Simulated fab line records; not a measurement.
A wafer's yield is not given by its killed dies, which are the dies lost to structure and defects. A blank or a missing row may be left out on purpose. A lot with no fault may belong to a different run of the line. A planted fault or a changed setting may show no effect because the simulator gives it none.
Which tool is to blame? + flow n5-finfet + 12 lots, 36 wafers sampled, at 5 steps of a route of 1938

== WHAT THE GAUGES SHOWED, per wafer ==
N5_SD_EPI_P_OVL_MEAS_10.
| lot  | measured    | on         | SD_P_BLK_OVL (nm) |
|------|-------------|------------|-------------------|
| L075 | day 3 16:46 | overlay-01 | -0.6 0.2 -0.3     |
| L077 | day 4 02:07 | overlay-01 | 0.3 -0.6 0.2      |
| L079 | day 4 14:28 | overlay-02 | -0.5 -0.8 -0.1    |
| L081 | day 5 01:46 | overlay-02 | -1.3 -1.5 -1.0    |
| L083 | day 5 12:49 | overlay-01 | 0.4 -0.2 -0.1     |
| L085 | day 6 01:46 | overlay-02 | -0.5 0.6 0.0      |
| L087 | day 6 13:27 | overlay-02 | -1.3 -1.3 -1.8    |
| L089 | day 7 00:04 | overlay-01 | -0.5 -0.3 -1.4    |
| L091 | day 7 11:51 | overlay-02 | -1.8 0.3 0.0      |
| L093 | day 7 23:01 | overlay-01 | -1.9 -0.5 -1.1    |
| L095 | day 8 11:55 | overlay-02 | 0.8 -1.1 -0.7     |
| L097 | day 8 23:43 | overlay-02 | 0.5 -1.0 0.6      |

== WHAT TOOL EACH LOT RAN ON (gives the tool, then ch and the chambers of the sampled wafers, and finally the start) ==
| lot  | N5_FIN_SAQP_RECESS_75             | N5_FIN_SAQP_ETCH_69               | N5_FIN_SAQP_SPACER2_ETCHBACK_29   | N5_DUMMY_GATE_STRIP_41            |
|------|-----------------------------------|-----------------------------------|-----------------------------------|-----------------------------------|
| L075 | vapor-etch-02 ch 0,1, day 2 04:25 | rie-diel-05 ch 1,2, day 2 07:15   | rie-diel-06 ch 1,2,3, day 2 09:17 | rie-diel-01 ch 0,1, day 3 09:23   |
| L077 | vapor-etch-02 ch 0,1, day 2 16:49 | rie-diel-03 ch 1,2,3, day 2 19:08 | rie-diel-05 ch 0,1,2, day 2 19:46 | rie-diel-02 ch 0,1,3, day 3 18:13 |
| L079 | vapor-etch-02 ch 0,1, day 3 05:53 | rie-diel-03 ch 1,2, day 3 07:56   | rie-diel-03 ch 0,1,2, day 3 08:35 | rie-diel-02 ch 0,1,2, day 4 06:26 |
| L081 | vapor-etch-02 ch 0,1, day 3 18:41 | rie-diel-05 ch 2,3, day 3 20:38   | rie-diel-06 ch 1,2,3, day 3 22:14 | rie-diel-01 ch 1,2,3, day 4 19:44 |
| L083 | vapor-etch-01 ch 0,1, day 4 05:39 | rie-diel-06 ch 1,2,3, day 4 07:40 | rie-diel-06 ch 0,2,3, day 4 08:23 | rie-diel-04 ch 0,3, day 5 05:08   |
| L085 | vapor-etch-01 ch 0,1, day 4 18:29 | rie-diel-05 ch 0,1,3, day 4 20:38 | rie-diel-06 ch 0,1,2, day 4 22:50 | rie-diel-02 ch 1,2,3, day 5 19:26 |
| L087 | vapor-etch-01 ch 0,1, day 5 05:52 | rie-diel-05 ch 0,1,2, day 5 08:01 | rie-diel-05 ch 0,1,3, day 5 08:39 | rie-diel-02 ch 0,3, day 6 07:13   |
| L089 | vapor-etch-01 ch 0,1, day 5 18:14 | rie-diel-05 ch 0,1, day 5 20:34   | rie-diel-06 ch 1,2,3, day 5 21:11 | rie-diel-01 ch 1,2, day 6 17:19   |
| L091 | vapor-etch-01 ch 0,1, day 6 05:16 | rie-diel-03 ch 0,2, day 6 07:21   | rie-diel-05 ch 0,2, day 6 07:59   | rie-diel-02 ch 0,3, day 7 04:01   |
| L093 | vapor-etch-02 ch 0,1, day 6 16:51 | rie-diel-06 ch 1,2,3, day 6 18:59 | rie-diel-03 ch 0,2, day 6 20:02   | rie-diel-01 ch 0,2,3, day 7 16:30 |
| L095 | vapor-etch-01 ch 0,1, day 7 05:10 | rie-diel-03 ch 0,2, day 7 08:26   | rie-diel-03 ch 2,3, day 7 09:04   | rie-diel-04 ch 0,1, day 8 05:40   |
| L097 | vapor-etch-02 ch 0,1, day 7 16:59 | rie-diel-06 ch 0,1, day 7 19:01   | rie-diel-06 ch 0,1, day 7 19:38   | rie-diel-01 ch 0,1,3, day 8 16:21 |
- N5_FIN_SAQP_RECESS_75: chemistry HF/NH3, target SiO2, target depth 14.4 nm, afs cycles 3, sublimation time 60 s.
- N5_FIN_SAQP_ETCH_69: etches SOC in N2/H2, stops on SiNx, target depth 150 nm.
- N5_FIN_SAQP_SPACER2_ETCHBACK_29: etches SiO2 in CHF3/O2, target depth 12.2 nm, time 6.1 s.
- N5_DUMMY_GATE_STRIP_41: strips in O2.

== THE ANSWER, worked out from the rows above alone ==
Rule: the lots themselves supply what counts as usual. Put in order of their means at a reading, lots are off if they are a third of the lots or fewer, leave a main group of 4 or more, and stand apart from it by a gap of 3 or more times the standard deviation of the main group's means; of several such gaps the widest counts. If all means in a main group match to the digits the tables above print for the reading, that group is not used. A lot without any number at a reading at which 4 lots or more have one is off too. Where the step has rows for the other lots, those lots are counted as sound.
No lot is off on any of the readings shown, so nothing can be concluded from this.

== WHAT WAS PUT IN BY THE SIMULATOR ==
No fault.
